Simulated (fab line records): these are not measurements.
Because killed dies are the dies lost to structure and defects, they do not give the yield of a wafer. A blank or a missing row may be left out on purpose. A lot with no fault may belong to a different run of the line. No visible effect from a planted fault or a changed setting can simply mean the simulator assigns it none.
Chamber matching / flow n5-finfet / N5_HKMG_FIN_HK_ALD_01 on ald-hk-03 has 4 sister chambers
The step deposits HfO2, target thk 1.6 nm, pulse time 3 s, purge time 3 s. 22 wafers are shown with their chamber, then 11 later ones without.

== WAFERS PAIRED WITH THEIR CHAMBERS ==
wafer=L074.1 chamber=1 precursor-pulse-height-rel=1.005
wafer=L074.2 chamber=0 precursor-pulse-height-rel=0.972
wafer=L074.4 chamber=3 precursor-pulse-height-rel=0.988
wafer=L077.1 chamber=2 precursor-pulse-height-rel=0.998
wafer=L077.2 chamber=0 precursor-pulse-height-rel=0.983
wafer=L077.3 chamber=1 precursor-pulse-height-rel=1.019
wafer=L077.4 chamber=3 precursor-pulse-height-rel=1.006
wafer=L077.5 chamber=1 precursor-pulse-height-rel=1.016
wafer=L077.6 chamber=2 precursor-pulse-height-rel=0.995
wafer=L080.1 chamber=0 precursor-pulse-height-rel=1.003
wafer=L080.2 chamber=1 precursor-pulse-height-rel=0.970
wafer=L080.3 chamber=3 precursor-pulse-height-rel=1.005
wafer=L080.4 chamber=2 precursor-pulse-height-rel=0.996
wafer=L080.5 chamber=0 precursor-pulse-height-rel=1.014
wafer=L080.6 chamber=3 precursor-pulse-height-rel=1.026
wafer=L085.1 chamber=3 precursor-pulse-height-rel=1.022
wafer=L085.2 chamber=2 precursor-pulse-height-rel=1.001
wafer=L085.3 chamber=1 precursor-pulse-height-rel=1.010
wafer=L085.4 chamber=0 precursor-pulse-height-rel=1.016
wafer=L085.5 chamber=0 precursor-pulse-height-rel=1.022
wafer=L085.6 chamber=1 precursor-pulse-height-rel=1.000
wafer=L089.3 chamber=3 precursor-pulse-height-rel=0.978

SIGNATURES (averages over the wafers above)
reading=precursor-pulse-height-rel; chamber 0=1.00167; chamber 1=1.00333; chamber 2=0.99750; chamber 3=1.00417; scatter within a chamber=0.0172
Rule: for each reading, subtract the chamber's mean from the wafer's reading, divide by that reading's scatter and square the result; add these up over the readings and take the root, which gives the wafer's distance from the chamber. The wafer belongs to the nearest chamber; if the next one is less than 2 further off, it can't be placed. How the scatter is found: for the shown wafers, subtract from each reading the mean of its chamber, square and add these, divide the total by (wafers less chambers), then take the root.

== WAFERS WITHOUT THEIR CHAMBER ==
wafer=L089.4 precursor-pulse-height-rel=0.981
wafer=L089.6 precursor-pulse-height-rel=0.968
wafer=L090.2 precursor-pulse-height-rel=0.995
wafer=L090.4 precursor-pulse-height-rel=1.005
wafer=L090.5 precursor-pulse-height-rel=1.011
wafer=L094.1 precursor-pulse-height-rel=1.013
wafer=L094.2 precursor-pulse-height-rel=0.990
wafer=L094.3 precursor-pulse-height-rel=0.986
wafer=L094.4 precursor-pulse-height-rel=0.955
wafer=L094.5 precursor-pulse-height-rel=1.005
wafer=L094.6 precursor-pulse-height-rel=0.974

== WHICH CHAMBER EACH ONE RAN IN ==
wafer=L089.4; from the rows above=can't be placed: 2 or 0 or 1 or 3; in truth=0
wafer=L089.6; from the rows above=can't be placed: 2 or 0 or 1 or 3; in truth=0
wafer=L090.2; from the rows above=can't be placed: 2 or 0 or 1 or 3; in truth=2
wafer=L090.4; from the rows above=can't be placed: 3 or 1 or 0 or 2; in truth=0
wafer=L090.5; from the rows above=can't be placed: 3 or 1 or 0 or 2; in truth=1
wafer=L094.1; from the rows above=can't be placed: 3 or 1 or 0 or 2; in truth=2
wafer=L094.2; from the rows above=can't be placed: 2 or 0 or 1 or 3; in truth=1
wafer=L094.3; from the rows above=can't be placed: 2 or 0 or 1 or 3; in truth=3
wafer=L094.4; from the rows above=can't be placed: 2 or 0 or 1 or 3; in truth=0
wafer=L094.5; from the rows above=can't be placed: 3 or 1 or 0 or 2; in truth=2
wafer=L094.6; from the rows above=can't be placed: 2 or 0 or 1 or 3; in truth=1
0 of 11 placed correctly. From these rows, 11 cannot be placed; in 11 the true chamber is one of the candidates. Placed wrongly: 0.
